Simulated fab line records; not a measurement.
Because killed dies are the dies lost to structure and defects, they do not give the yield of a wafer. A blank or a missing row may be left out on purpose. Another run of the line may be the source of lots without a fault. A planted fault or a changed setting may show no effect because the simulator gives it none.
Problem report, 8D (eight disciplines) form, completed by code    flow nand harc    the parts of the form that need people (team, actions taken, sign-off) are left out

## 1. WHAT IS WRONG
cd nm at NHARC_A_M0_CD_MEAS_09 reads a mean of 88.3 nm on 5 wafers of 3 lots; wafers without a fault read 80.0 nm with a standard deviation of 0.65. That is +13 standard deviations from the usual mean.
The step: target cd 80 nm.
First observed at day 20 07:28: wafer L287.2, on cd sem-02. At this step, 34 wafers from 12 lots have a number in the record. Rule for "out" (also "out of limits"): further than 4 standard deviations from the usual mean. The rest of the wafers with a number are treated as sound.

## 2. WHAT IT IS AND WHAT IT IS NOT
question                     is                                      is not
which readings at this step  cd nm                                   -
which lots                   L286, L287, L290                        L275, L276, L279, L280, L283, L295, L296, L297, L298
which wafers of those lots   L286.2, L286.3, L287.2, L287.3, L290.3  L287.5, L290.5
read on which gauges         cd sem-01, cd sem-02, cd sem-03         -
when                         from day 20 07:28                       up to then (16 sound wafers); but 13 sound wafers of L290, L295, L296, L297, L298 came after

## 3. THE SUSPECTS, EACH WITH WHAT RULES IT OUT
Counting: a tool at a process step up to the reading stays a suspect if it ran every lot that is out. Sound lots after the first of them don't rule it out here, since some wafers of a struck lot are sound.
- the gauge at NHARC_A_M0_CD_MEAS_09: ruled out. The wafers that are out were read on 3 gauges (cd sem-01, cd sem-02, cd sem-03).
- litho track-04 at NHARC_A_M0_PEB_07 (peb time 65 s): kept. Every lot that is out went through it, the first being L287 (day 20 07:23); the last sound lot it ran before that was L283 (day 19 17:06).
The count leaves litho track-04 at NHARC_A_M0_PEB_07.

## 4. THE CAUSE (what the simulator had put in)
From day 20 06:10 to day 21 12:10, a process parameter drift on litho track-04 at NHARC_A_M0_PEB_07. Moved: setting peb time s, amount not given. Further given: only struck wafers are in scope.
Counting left only this tool.

## 5. THE CHAIN OF EFFECTS, in route order
Each row: a reading whose mean over the struck wafers that have a number lies more than 3 standard deviations from the usual. Readings are gone through only where the record gives a usual standard deviation; hours: the median, over the lots, of the time from a lot's start at the first step in this table giving one to that lot's start at this step; sigmas: the change measured in usual standard deviations.
hours  step                   reading  usual    on struck wafers  change  sigmas
0      NHARC_A_M0_CD_MEAS_09  cd nm    80.0 nm  88.3              +8.3    +13

## 6. HOW IT WOULD HAVE BEEN CAUGHT EARLIER
In this record the first reading out of limits at a measuring or inspecting step was taken at day 20 07:28, 1 hour after the fault began at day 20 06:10.
Lots out: 3; of these, L290, L286 started NHARC_A_M0_PEB_07 on litho track-04 after day 20 07:28. A hold on the tool at that time would have spared those 2.
